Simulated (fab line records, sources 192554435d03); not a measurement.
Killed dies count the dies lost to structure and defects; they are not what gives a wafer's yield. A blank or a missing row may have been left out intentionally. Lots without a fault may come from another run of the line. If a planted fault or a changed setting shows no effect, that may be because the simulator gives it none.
Chamber matching ; flow n5_finfet ; N5_FIN_CUT_ETCH_21 on rie_diel-02 has 4 sister chambers
The step etches SOC in N2/H2, target depth 219 nm, overetch 43.8 nm, time 523.5 s. 4 wafers are shown with their chamber, then 9 later ones without.

## WAFERS PAIRED WITH THEIR CHAMBERS
wafer;chamber;drypump_motor_current_A (A)
L081.4;0;5.6
L085.3;2;6.4
L085.4;1;5.2
L085.5;3;6.2

## WAFERS MISSING THEIR CHAMBER
wafer;drypump_motor_current_A (A)
L091.2;5.7
L091.4;6.4
L091.6;6.2
L092.4;5.2
L092.5;5.6
L092.6;5.2
L093.1;6.4
L093.5;6.4
L093.6;5.2

## CHAMBER TAKEN BY EACH
wafer;from the rows above;in truth
L091.2;0;0
L091.4;2;2
L091.6;3;3
L092.4;1;1
L092.5;0;0
L092.6;1;1
L093.1;2;2
L093.5;2;2
L093.6;1;1
Placed correctly: 9 of 9. Number that these rows cannot place: 0. Wrongly placed: 0.
How it was worked out, from the rows above alone: a wafer's distance from a chamber is the root of the sum, over the readings, of the square of ((its reading less the chamber's mean) divided by the reading's scatter). The wafer belongs to the nearest chamber; if the next one is less than 2 further off, it can't be placed. The mean given for a chamber averages the wafers shown for that chamber. The scatter (one wafer shown for each chamber): square how far every hidden wafer sits from the nearest shown wafer, average those squares and take the square root.
